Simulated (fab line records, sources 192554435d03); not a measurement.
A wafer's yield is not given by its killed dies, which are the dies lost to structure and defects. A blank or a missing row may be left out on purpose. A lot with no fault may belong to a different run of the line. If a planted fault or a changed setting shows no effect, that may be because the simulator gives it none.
Struck lot and sound lot, side by side ; flow n5Finfet ; 16 out of 1938 route steps
Sound: these wafers, L385.1, L385.2, L385.5. Wafers L381.1, L381.3, L381.5 were the ones struck. At the end, the cause is stated.
Order at every step that has rows: each side's tool, ch and its chambers, its first start. Under that, the readings that differ: sound wafers ; struck wafers ; difference of the means ; sigmas: that difference in standard deviations of wafers without a fault.
alike: words and numbers the same on both sides, and readings whose means are apart by under 2 such deviations; not compared: readings that were withheld, readings missing a value for some wafer, numbers with overlapping values and no deviation given by the record, and bounds like >300 which may hide the same value.
Wherever a step has rows on one side only, a row that says differs or no value, or a row with sigmas, the two part there. Numbers that have no deviation but don't overlap get no sigmas and don't part them. Lack of a reading on every wafer of one side parts them only where that side has two or more wafers.

N5_GATE_CUT_INSPECT_15: inspects for defects (brightfield).
  sound on defectInspect-01 at day 9 01:23; struck on defectInspect-01 at day 7 23:46
  alike: rawDefectCount
N5_GATE_CUT_DESCUM_18: chemistry O2, time 7 s.
  sound on rieDiel-03 ch 2,3, day 9 01:25; struck on rieDiel-06 ch 0,1, day 7 23:52
  alike: biasPowerW, drypumpMotorCurrentA, oesProductAu, rfVppV, showerheadPlenumPTorr, throttleValvePct
  not compared: rfHoursCounterH
then, 6 steps without rows for these wafers: N5_GATE_CUT_ETCH_28 (etches underlayer in N2/H2, target depth 13 nm, time 10.4 s); N5_GATE_CUT_ETCH_36 (etches SiARC in CF4, target depth 13 nm, time 21.7 s); N5_GATE_CUT_ETCH_37 (etches SOC in N2/H2, target depth 60 nm, overetch 12 nm, time 90 s); N5_GATE_CUT_STRIP_38 (strips in N2/H2); N5_GATE_CUT_STRIP_39 (strips in N2/H2); N5_GATE_CUT_HM_OPEN_40 (chemistry C4F6/O2, target SiO2, target depth 139 nm, time 85.1 s).
N5_GATE_CUT_STRIP_41: strips in CF4.
  sound on rieDiel-03 ch 2,3, day 9 01:38; struck on rieDiel-06 ch 0,1, day 8 00:05
  alike: biasPowerW, drypumpMotorCurrentA, oesProductAu, powerW, rfVppV, showerheadPlenumPTorr, throttleValvePct
  not compared: rfHoursCounterH
N5_GATE_CUT_STRIP_42: strips in O2.
  sound on rieDiel-03 ch 2,3, day 9 01:40; struck on rieDiel-06 ch 0,1, day 8 00:07
  alike: drypumpMotorCurrentA, oesProductAu, rfVppV, showerheadPlenumPTorr, throttleValvePct
  not compared: rfHoursCounterH
N5_GATE_CUT_ETCH_19: etches SiNx in CH3F/O2, target depth 53.7 nm, time 76.7 s.
  sound on rieDiel-03 ch 2,3, day 9 01:42; struck on rieDiel-06 ch 0,1, day 8 00:09
reading;sound;struck;difference;sigmas
rfFwdPowerW (W);393.7 392.1 392.5;387.3 391.0 390.9;-3.0;-2
rfVppV (V);295 292 295;304 303 301;+9;+2
  alike: drypumpMotorCurrentA, etchRfOnTimeS, oesProductAu, showerheadPlenumPTorr, throttleValvePct
  not compared: rfHoursCounterH
then, 1 step without rows for these wafers: N5_GATE_CUT_CUT_ETCH_53 (etches W in SF6/Cl2, target depth 79.2 nm).
N5_GATE_CUT_CUT_ETCH_54: etches TiN in Cl2/BCl3, target depth 96.7 nm.
  sound on rieMetal-02 ch 0,1, day 9 01:52; struck on rieMetal-03 ch 0, day 8 00:25
reading;sound;struck;difference;sigmas
etchRfOnTimeS (s);37.5 37.9 37.7;30.5 30.4 30.4;-7.3;-12
rfFwdPowerW (W);987 971 973;1214 1214 1213;+237;+61
  alike: drypumpMotorCurrentA, oesProductAu, throttleValvePct
  not compared: rfHoursCounterH
N5_GATE_CUT_CUT_ETCH_55: etches HfO2 in BCl3, target depth 3.2 nm.
  sound on rieMetal-02 ch 0,1, day 9 01:56; struck on rieMetal-03 ch 0, day 8 00:32
  alike: drypumpMotorCurrentA, oesProductAu, rfFwdPowerW, throttleValvePct
  not compared: rfHoursCounterH
-- record jumps: 4 days separate the struck wafers' starts on either side; left off in module GATE_CUT, taken up again in module BEOL_M4, whose first shown step is the route's number 1111 --
N5_BEOL_M4_RC_MEAS_101:
  sound on prober-01 ch 0, day 12 18:41; struck on prober-02 ch 0, day 11 18:33
  alike: DIBL_N, DIBL_P, IOFF_N, IOFF_P, ION_N, ION_P, SS_N, SS_P, VT_N, VT_P
-- the record jumps here: 5 days lie between the struck wafers' starts before and after (it left off in module BEOL_M4 and takes up again in module PASSIVATION, whose first step shown is number 1936 of the route) --
N5_PASSIVATION_PROBE_49:
  the record has rows for the struck wafers here (prober-02, day 16 15:07) and none for the sound ones

## WHERE THEY PART
First at N5_GATE_CUT_ETCH_19; last, within this record, at N5_PASSIVATION_PROBE_49.

WHY: whatever the simulator had introduced
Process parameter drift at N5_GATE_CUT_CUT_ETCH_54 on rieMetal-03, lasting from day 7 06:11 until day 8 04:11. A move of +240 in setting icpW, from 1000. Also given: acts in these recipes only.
